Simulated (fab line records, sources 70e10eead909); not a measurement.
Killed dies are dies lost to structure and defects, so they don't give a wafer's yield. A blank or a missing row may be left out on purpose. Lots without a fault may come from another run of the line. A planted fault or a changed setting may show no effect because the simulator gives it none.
Problem report in the 8D (eight disciplines) form, filled by code | flow nand_harc | the parts of the form that need people (team, actions taken, sign-off) are left out

1. THE PROBLEM
thk_nm at NHARC_A_ONON_D1_THK_MEAS_11 reads a mean of 757 nm on 6 wafers of 2 lots; wafers without a fault read 1000 nm with a standard deviation of 10. That is -24 standard deviations from the usual mean.
The step: measures by ellipsometry.
First seen on wafer L676.2, day 9 03:45, on film_metro-01. The record holds 42 wafers of 14 lots with a number at this step. Rule for "out", or "out of limits": more than 4 standard deviations from the usual mean. The other wafers with a number count as sound.

2. WHAT IT IS AND WHAT IT IS NOT
question                    | is                     | is not
which readings at this step | thk_nm                 | -
which lots                  | L676, L677             | L669, L670, L671, L673, L683, L684, L685, L688, L689, L690, L691, L692
which wafers of those lots  | all that have a number | -
read on which gauges        | film_metro-01          | film_metro-02
when                        | from day 9 03:45       | up to then (12 sound wafers); but 24 sound wafers of L683, L684, L685, L688, L689, L690, L691, L692 came after

3. SUSPECTS, AND WHAT RULES EACH OUT
Counting: a tool at a process step up to the reading stays a suspect if it ran every lot that is out and no sound lot after the first of them.
- the gauge at NHARC_A_ONON_D1_THK_MEAS_11: ruled out. All the wafers that are out were read on film_metro-01, but those of them that NHARC_END_SORT_01 has rows for are out there too, on other tools.
- rtp_anneal-02 at NHARC_A_ZERO_WELL_RTA_16 (time 10 s): ruled out as a lasting fault. Sound lots L683, L685, L689, L692 ran on it after its first lot that is out, L676 (day 8 06:40).
- pecvd_onon-02 at NHARC_A_ONON_D1_DEP_09 (target thk 1000 nm): ruled out as a lasting fault. Sound lots L689, L691 ran on it after its first lot that is out, L676 (day 9 03:18).
Left after counting: nothing in the record.

4. THE CAUSE (what the simulator had put in)
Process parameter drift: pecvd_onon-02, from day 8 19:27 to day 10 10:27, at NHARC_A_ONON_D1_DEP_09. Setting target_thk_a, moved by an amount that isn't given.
Counting ruled it out, wrongly: the rule takes a fault to strike every lot that its tool runs from its start on, and this one did not.

5. THE CHAIN OF EFFECTS, in route order
Each row: a reading whose mean over the struck wafers that have a number lies more than 3 standard deviations from the usual. Only readings for which the record gives a usual standard deviation are gone through. hours: the time from each lot's start at the first step in this table that gives one to its start at this step, as a median over the lots. sigmas: the change in usual standard deviations.
hours | step                        | reading         | usual   | on struck wafers | change | sigmas
0     | NHARC_A_ONON_D1_THK_MEAS_11 | thk_nm          | 1000 nm | 757              | -243   | -24
288   | NHARC_END_SORT_01           | killed_at_array | 29      | 672              | +643   | +58
288   | NHARC_END_SORT_01           | killed_dies     | 33      | 677              | +644   | +59

6. WHAT WOULD HAVE CAUGHT IT SOONER
In this record the first reading out of limits at a measuring or inspecting step was taken at day 9 03:45, 8 hours after the fault began at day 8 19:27.
